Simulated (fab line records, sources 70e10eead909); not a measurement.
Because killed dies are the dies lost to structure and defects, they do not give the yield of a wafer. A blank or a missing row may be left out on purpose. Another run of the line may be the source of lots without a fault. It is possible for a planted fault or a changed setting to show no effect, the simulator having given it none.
Which of the tools did it? :: flow nand harc :: Sampling: 7 lots, 21 wafers, 3 of 1159 route steps

## WHAT EACH GAUGE READ, for each wafer
NHARC_A_ONON_D1_THK_MEAS_30: measures by ellipsometry.
lot: L387
measured: day 8 17:00
on: film metro-01
thk nm (nm): 1015 1015 1015

lot: L389
measured: day 9 04:43
on: film metro-02
thk nm (nm): 988 988 988

lot: L392
measured: day 10 02:12
on: film metro-02
thk nm (nm): 998 998 1000

lot: L397
measured: day 11 08:11
on: film metro-01
thk nm (nm): 999 1311 997 1000 1309 999

lot: L403
measured: day 12 21:07
on: film metro-02
thk nm (nm): 1013 1016 1015

lot: L406
measured: day 13 15:51
on: film metro-02
thk nm (nm): 987 989 990

lot: L408
measured: day 14 00:17
on: film metro-02
thk nm (nm): 997 998 999

## TOOL THAT RAN EACH LOT (tool first, then ch and the chambers of the sampled wafers, then the start)
lot: L387
NHARC_A_ZERO_WELL_ETCH_13: rie si-04 ch 0,1,3, day 7 03:38
NHARC_A_ONON_D1_DEP_28: pecvd onon-02 ch 0, day 8 16:29

lot: L389
NHARC_A_ZERO_WELL_ETCH_13: rie si-04 ch 0,2, day 7 13:15
NHARC_A_ONON_D1_DEP_28: pecvd onon-04 ch 0, day 9 04:12

lot: L392
NHARC_A_ZERO_WELL_ETCH_13: rie si-04 ch 0,1,3, day 8 11:36
NHARC_A_ONON_D1_DEP_28: pecvd onon-02 ch 0, day 10 01:45

lot: L397
NHARC_A_ZERO_WELL_ETCH_13: rie si-05 ch 0,1,3, day 9 23:28
NHARC_A_ONON_D1_DEP_28: pecvd onon-02 ch 0, day 11 07:40

lot: L403
NHARC_A_ZERO_WELL_ETCH_13: rie si-03 ch 1,2, day 11 05:50
NHARC_A_ONON_D1_DEP_28: pecvd onon-04 ch 0, day 12 20:40

lot: L406
NHARC_A_ZERO_WELL_ETCH_13: rie si-05 ch 1,2,3, day 12 05:13
NHARC_A_ONON_D1_DEP_28: pecvd onon-04 ch 0, day 13 15:20

lot: L408
NHARC_A_ZERO_WELL_ETCH_13: rie si-03 ch 1,3, day 12 13:38
NHARC_A_ONON_D1_DEP_28: pecvd onon-01 ch 0, day 13 23:46
- NHARC_A_ZERO_WELL_ETCH_13: etches the open film in HBr/Cl2, target depth 120 nm, time 40.1 s.
- NHARC_A_ONON_D1_DEP_28: target thk 1000 nm.

## THE ANSWER, worked out from the rows above alone
Rule: usual is defined by the lots themselves. Put in order of their means at a reading, lots are off if they are a third of the lots or fewer, leave a main group of 4 or more, and stand apart from it by a gap of 3 or more times the standard deviation of the main group's means; of several such gaps the widest counts. The tables above print the reading to a certain number of digits; a main group whose means all agree to those digits is not used. A lot without any number at a reading at which 4 lots or more have one is off too. The other lots that the step has rows for count as sound.
Off: L397 (NHARC_A_ONON_D1_THK_MEAS_30, thk nm). Main group: mean 1000 nm, sd 11.
A tool fits if, at a process step before that reading, it ran every lot that is off, and no sound lot after the first of them. Those tools and the gauges at NHARC_A_ONON_D1_THK_MEAS_30 are tried in the same way. 2 tools fit, pecvd onon-02 at NHARC_A_ONON_D1_DEP_28 and film metro-01 at NHARC_A_ONON_D1_THK_MEAS_30, so this cannot tell which one it is.

## WHAT HAD BEEN PUT IN BY THE SIMULATOR
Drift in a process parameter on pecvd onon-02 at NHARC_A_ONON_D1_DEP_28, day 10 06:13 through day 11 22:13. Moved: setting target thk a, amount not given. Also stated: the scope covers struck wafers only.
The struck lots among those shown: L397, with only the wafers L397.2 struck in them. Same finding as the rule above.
